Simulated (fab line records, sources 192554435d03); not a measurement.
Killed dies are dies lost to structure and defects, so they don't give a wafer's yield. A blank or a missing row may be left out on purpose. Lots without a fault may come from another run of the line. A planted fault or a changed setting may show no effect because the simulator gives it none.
Problem report in the 8D (eight disciplines) form, filled by code | flow n5_finfet | the parts of the form that need people (team, actions taken, sign-off) are left out

1. THE PROBLEM
susceptor_temp_C at N5_BEOL_M8_PECVD_70 reads a mean of 407.64 C on 6 wafers of 2 lots; wafers without a fault read 400.00 C with a standard deviation of 0.22. That is +35 standard deviations from the usual mean.
The step: deposits SiO2 from TEOS/O2, target thk 20 nm, time 22.7 s.
First seen on wafer L391.1, day 14 04:28, on pecvd-04. The record holds 12 wafers of 4 lots with a number at this step. Rule for "out", or "out of limits": more than 4 standard deviations from the usual mean. The other wafers with a number count as sound.

2. WHAT IT IS AND WHAT IT IS NOT
question                    | is                     | is not
which readings at this step | susceptor_temp_C       | chamber_pressure_Torr, heater_power_w, showerhead_plenum_p_Torr, throttle_valve_pct
which lots                  | L390, L391             | L387, L399
which wafers of those lots  | all that have a number | -
read on which tools         | pecvd-04               | pecvd-02
when                        | from day 14 04:28      | up to then (3 sound wafers); but 3 sound wafers of L399 came after

3. SUSPECTS, AND WHAT RULES EACH OUT
Counting: a tool at a process step up to the reading stays a suspect if it ran every lot that is out and no sound lot after the first of them.
- pecvd-04 at N5_BEOL_M8_PECVD_70 (deposits SiO2 from TEOS/O2, target thk 20 nm, time 22.7 s): kept. It ran every lot that is out, first L391 (day 14 04:28), and no sound lot after that; its last sound lot up to then is L387 (day 12 22:08). Its own readings are out on those wafers: susceptor_temp_C.
Left after counting: pecvd-04 at N5_BEOL_M8_PECVD_70.

4. THE CAUSE (what the simulator had put in)
Process parameter drift: pecvd-04, from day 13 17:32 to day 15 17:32, at N5_BEOL_M8_PECVD_70. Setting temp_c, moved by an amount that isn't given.
Counting left only this tool.

5. THE CHAIN OF EFFECTS, in route order
Each row: a reading whose mean over the struck wafers that have a number lies more than 3 standard deviations from the usual. Only readings for which the record gives a usual standard deviation are gone through. hours: the time from each lot's start at the first step in this table that gives one to its start at this step, as a median over the lots. sigmas: the change in usual standard deviations.
hours | step                | reading          | usual    | on struck wafers | change | sigmas
0     | N5_BEOL_M8_PECVD_70 | susceptor_temp_C | 400.00 C | 407.64           | +7.64  | +35
The process steps in it:
- N5_BEOL_M8_PECVD_70: deposits SiO2 from TEOS/O2, target thk 20 nm, time 22.7 s.

6. WHAT WOULD HAVE CAUGHT IT SOONER
In this record the first reading out of limits was taken at day 14 04:28, 11 hours after the fault began at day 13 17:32.
